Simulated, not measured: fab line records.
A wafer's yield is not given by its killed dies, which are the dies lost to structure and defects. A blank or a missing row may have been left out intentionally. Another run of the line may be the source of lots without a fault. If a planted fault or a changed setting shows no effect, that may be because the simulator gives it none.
What tool caused it? / flow nand harc / 13 lots, 39 wafers sampled, at 5 steps of a route of 1159

== WHAT THE GAUGES READ, wafer by wafer ==
NHARC_THIN_TSV_CD_MEAS_37. Usual: 4999.1 nm for cd nm, sd 2.8.
lot=L481; measured=day 19 01:19; on=cd sem-03; cd nm (nm)=4996.9 4999.0 5000.1; flag=
lot=L483; measured=day 19 15:19; on=cd sem-01; cd nm (nm)=4996.3 5000.1 5000.0; flag=
lot=L485; measured=day 19 06:17; on=cd sem-03; cd nm (nm)=5004.6 4999.1 5001.3; flag=
lot=L484; measured=day 19 18:53; on=cd sem-03; cd nm (nm)=4999.7 4997.9 4999.2; flag=
lot=L482; measured=day 19 12:14; on=cd sem-02; cd nm (nm)=4998.1 4998.3 4997.5; flag=
lot=L486; measured=day 19 17:36; on=cd sem-02; cd nm (nm)=5003.0 5001.8 5000.5; flag=
lot=L493; measured=day 23 01:22; on=cd sem-03; cd nm (nm)=5003.8 5002.3 5006.7; flag=
lot=L497; measured=day 23 03:49; on=cd sem-02; cd nm (nm)=5002.6 4996.5 5006.6; flag=
lot=L499; measured=day 23 19:52; on=cd sem-02; cd nm (nm)=4998.2 5000.4 4998.1; flag=
lot=L498; measured=day 23 20:17; on=cd sem-02; cd nm (nm)=4996.7 5002.1 4999.9; flag=
lot=L500; measured=day 24 00:12; on=cd sem-02; cd nm (nm)=4997.4 4996.1 4995.2; flag=
lot=L501; measured=day 23 22:43; on=cd sem-03; cd nm (nm)=5000.3 4998.1 5001.0; flag=
lot=L504; measured=day 24 19:23; on=cd sem-03; cd nm (nm)=4997.0 5000.0 5000.4; flag=

NHARC_END_SORT_01. Usual: killed at array 29, standard deviation 11; killed at other 0.7, standard deviation 1.1; killed at periphery 3.1, standard deviation 2; killed dies 33, standard deviation 11; killed open 3.5, standard deviation 1.8; killed short 2.0, standard deviation 1.4.
lot=L493; measured=day 23 10:49; on=prober-02; killed at array=33 39 89; killed at other=5 0 3; killed at periphery=2 4 2; killed dies=40 43 94; killed open=7 4 2; killed short=0 3 1; flag=

== TOOL THAT RAN EACH LOT (tool first, then ch and the chambers of the sampled wafers, then the start) ==
lot=L481; NHARC_A_STAIRCASE_ETCH_194=rie diel-02 ch 1,3, day 11 06:22; NHARC_THIN_TSV_ETCH_15=rie si-01 ch 0,1, day 18 18:46; NHARC_THIN_TSV_CMP_21=cmp-02 ch 0,1, day 18 22:18
lot=L483; NHARC_A_STAIRCASE_ETCH_194=rie diel-02 ch 0,2,3, day 11 14:04; NHARC_THIN_TSV_ETCH_15=rie si-06 ch 1,2,3, day 19 08:55; NHARC_THIN_TSV_CMP_21=cmp-02 ch 0,2, day 19 12:23
lot=L485; NHARC_A_STAIRCASE_ETCH_194=rie diel-05 ch 0,1,2, day 11 21:23; NHARC_THIN_TSV_ETCH_15=rie si-06 ch 0,1,3, day 18 23:36; NHARC_THIN_TSV_CMP_21=cmp-02 ch 1,2, day 19 03:15
lot=L484; NHARC_A_STAIRCASE_ETCH_194=rie diel-05 ch 0,1,2, day 11 21:37; NHARC_THIN_TSV_ETCH_15=rie si-01 ch 1,3, day 19 12:08; NHARC_THIN_TSV_CMP_21=cmp-02 ch 1,2,3, day 19 15:50
lot=L482; NHARC_A_STAIRCASE_ETCH_194=rie diel-02 ch 0,2,3, day 12 02:04; NHARC_THIN_TSV_ETCH_15=rie si-06 ch 1,2, day 19 04:57; NHARC_THIN_TSV_CMP_21=cmp-02 ch 0,1, day 19 09:11
lot=L486; NHARC_A_STAIRCASE_ETCH_194=rie diel-02 ch 1,3, day 12 04:17; NHARC_THIN_TSV_ETCH_15=rie si-03 ch 0,3, day 19 11:02; NHARC_THIN_TSV_CMP_21=cmp-01 ch 0,2,3, day 19 14:32
lot=L493; NHARC_A_STAIRCASE_ETCH_194=rie diel-05 ch 0,1,2, day 14 14:22; NHARC_THIN_TSV_ETCH_15=rie si-03 ch 0,2,3, day 22 18:53; NHARC_THIN_TSV_CMP_21=cmp-02 ch 0,1,2, day 22 22:25
lot=L497; NHARC_A_STAIRCASE_ETCH_194=rie diel-11 ch 0,1,2, day 15 04:53; NHARC_THIN_TSV_ETCH_15=rie si-06 ch 0,1,3, day 22 21:12; NHARC_THIN_TSV_CMP_21=cmp-01 ch 0,2,3, day 23 00:47
lot=L499; NHARC_A_STAIRCASE_ETCH_194=rie diel-02 ch 1,2,3, day 15 05:33; NHARC_THIN_TSV_ETCH_15=rie si-01 ch 1,2,3, day 23 12:10; NHARC_THIN_TSV_CMP_21=cmp-01 ch 0,1,2, day 23 15:53
lot=L498; NHARC_A_STAIRCASE_ETCH_194=rie diel-02 ch 0,1, day 15 05:36; NHARC_THIN_TSV_ETCH_15=rie si-03 ch 0,1,2, day 23 13:16; NHARC_THIN_TSV_CMP_21=cmp-03 ch 0,2,3, day 23 16:51
lot=L500; NHARC_A_STAIRCASE_ETCH_194=rie diel-02 ch 1,2,3, day 15 15:18; NHARC_THIN_TSV_ETCH_15=rie si-01 ch 0,1,2, day 23 16:22; NHARC_THIN_TSV_CMP_21=cmp-02 ch 1,2, day 23 21:07
lot=L501; NHARC_A_STAIRCASE_ETCH_194=rie diel-02 ch 1,2,3, day 15 16:28; NHARC_THIN_TSV_ETCH_15=rie si-03 ch 0,2,3, day 23 15:07; NHARC_THIN_TSV_CMP_21=cmp-01 ch 0,2,3, day 23 19:46
lot=L504; NHARC_A_STAIRCASE_ETCH_194=rie diel-11 ch 1,2, day 17 03:47; NHARC_THIN_TSV_ETCH_15=rie si-01 ch 0,1, day 24 12:58; NHARC_THIN_TSV_CMP_21=cmp-03 ch 1,2,3, day 24 16:32
- NHARC_A_STAIRCASE_ETCH_194: etches the open film in C4F8/O2, target depth 100 nm, time 40.5 s.
- NHARC_THIN_TSV_ETCH_15: target depth 3000 nm, bosch target overetch cycles 2, bosch etch step 2.8 s.
- NHARC_THIN_TSV_CMP_21: polishes, t overpolish 30 s, target thk 2000 nm.

== AS READ BY THE TOOLS THEMSELVES (means over the sampled wafers that have a number; for cases with no such wafer, the mark the record gives instead) ==
NHARC_A_STAIRCASE_ETCH_194. Usual: oes product au 0.943 a.u., standard deviation 0.011; rf vpp V 894 V, standard deviation 5.2.
lot=L481; tool=rie diel-02; oes product au (a.u.)=0.951; rf vpp V (V)=896; flag=
lot=L483; tool=rie diel-02; oes product au (a.u.)=0.958; rf vpp V (V)=892; flag=
lot=L485; tool=rie diel-05; oes product au (a.u.)=0.929; rf vpp V (V)=896; flag=
lot=L484; tool=rie diel-05; oes product au (a.u.)=0.937; rf vpp V (V)=897; flag=
lot=L482; tool=rie diel-02; oes product au (a.u.)=0.956; rf vpp V (V)=891; flag=
lot=L486; tool=rie diel-02; oes product au (a.u.)=0.951; rf vpp V (V)=895; flag=
lot=L493; tool=rie diel-05; oes product au (a.u.)=0.940; rf vpp V (V)=896; flag=
lot=L497; tool=rie diel-11; oes product au (a.u.)=0.934; rf vpp V (V)=890; flag=
lot=L499; tool=rie diel-02; oes product au (a.u.)=0.949; rf vpp V (V)=893; flag=
lot=L498; tool=rie diel-02; oes product au (a.u.)=0.937; rf vpp V (V)=902; flag=
lot=L500; tool=rie diel-02; oes product au (a.u.)=0.942; rf vpp V (V)=893; flag=
lot=L501; tool=rie diel-02; oes product au (a.u.)=0.932; rf vpp V (V)=893; flag=
lot=L504; tool=rie diel-11; oes product au (a.u.)=0.939; rf vpp V (V)=889; flag=

NHARC_THIN_TSV_ETCH_15. Usual: 5.9 A for drypump motor current A, sd 0.5.
lot=L481; tool=rie si-01; drypump motor current A (A)=6.0; flag=
lot=L483; tool=rie si-06; drypump motor current A (A)=6.0; flag=
lot=L485; tool=rie si-06; drypump motor current A (A)=5.4; flag=
lot=L484; tool=rie si-01; drypump motor current A (A)=6.3; flag=
lot=L482; tool=rie si-06; drypump motor current A (A)=6.0; flag=
lot=L486; tool=rie si-03; drypump motor current A (A)=5.9; flag=
lot=L493; tool=rie si-03; drypump motor current A (A)=6.1; flag=
lot=L497; tool=rie si-06; drypump motor current A (A)=5.4; flag=
lot=L499; tool=rie si-01; drypump motor current A (A)=6.2; flag=
lot=L498; tool=rie si-03; drypump motor current A (A)=5.8; flag=
lot=L500; tool=rie si-01; drypump motor current A (A)=6.1; flag=
lot=L501; tool=rie si-03; drypump motor current A (A)=6.1; flag=
lot=L504; tool=rie si-01; drypump motor current A (A)=6.1; flag=

NHARC_THIN_TSV_CMP_21. Usual: edge zone pressure frac 0.999, standard deviation 0.0047; motor current A 12.1 A, standard deviation 0.94; overpolish run s 30.000 s, standard deviation 0.0088; retaining ring pressure frac 0.999, standard deviation 0.0047.
lot=L481; tool=cmp-02; edge zone pressure frac=1.000; motor current A (A)=11.8; overpolish run s (s)=30.000; retaining ring pressure frac=1.000; flag=
lot=L483; tool=cmp-02; edge zone pressure frac=0.998; motor current A (A)=11.2; overpolish run s (s)=29.996; retaining ring pressure frac=1.001; flag=
lot=L485; tool=cmp-02; edge zone pressure frac=0.996; motor current A (A)=12.7; overpolish run s (s)=30.010; retaining ring pressure frac=0.996; flag=
lot=L484; tool=cmp-02; edge zone pressure frac=0.996; motor current A (A)=12.3; overpolish run s (s)=29.999; retaining ring pressure frac=1.001; flag=
lot=L482; tool=cmp-02; edge zone pressure frac=0.998; motor current A (A)=12.7; overpolish run s (s)=29.995; retaining ring pressure frac=0.996; flag=
lot=L486; tool=cmp-01; edge zone pressure frac=1.005; motor current A (A)=12.3; overpolish run s (s)=30.012; retaining ring pressure frac=0.998; flag=
lot=L493; tool=cmp-02; edge zone pressure frac=1.000; motor current A (A)=11.7; overpolish run s (s)=29.997; retaining ring pressure frac=1.000; flag=
lot=L497; tool=cmp-01; edge zone pressure frac=1.000; motor current A (A)=12.8; overpolish run s (s)=29.998; retaining ring pressure frac=1.004; flag=
lot=L499; tool=cmp-01; edge zone pressure frac=1.005; motor current A (A)=12.7; overpolish run s (s)=29.994; retaining ring pressure frac=0.994; flag=
lot=L498; tool=cmp-03; edge zone pressure frac=0.997; motor current A (A)=11.9; overpolish run s (s)=29.997; retaining ring pressure frac=0.995; flag=
lot=L500; tool=cmp-02; edge zone pressure frac=1.003; motor current A (A)=12.0; overpolish run s (s)=30.008; retaining ring pressure frac=1.005; flag=
lot=L501; tool=cmp-01; edge zone pressure frac=1.000; motor current A (A)=12.8; overpolish run s (s)=29.992; retaining ring pressure frac=0.999; flag=
lot=L504; tool=cmp-03; edge zone pressure frac=0.996; motor current A (A)=11.5; overpolish run s (s)=29.998; retaining ring pressure frac=0.997; flag=

== THE ANSWER, worked out from the rows above alone ==
Rule: take the mean of a lot's wafers that have a number; if it is more than 3 standard deviations from the usual mean, the lot is off. Also off: a lot with no number at a reading for which 4 or more lots have one. Where the step has rows for the other lots, those lots are counted as sound. The gauges are gone through in route order, then the tools' own readings, and for those a lot's mean is taken as printed above. The first step at which some lot is off is used, and at that step the reading that is off furthest; a lot without a number counts as furthest.
None of the lots is off at any reading shown; this tells nothing.

== WHAT WAS PUT IN BY THE SIMULATOR ==
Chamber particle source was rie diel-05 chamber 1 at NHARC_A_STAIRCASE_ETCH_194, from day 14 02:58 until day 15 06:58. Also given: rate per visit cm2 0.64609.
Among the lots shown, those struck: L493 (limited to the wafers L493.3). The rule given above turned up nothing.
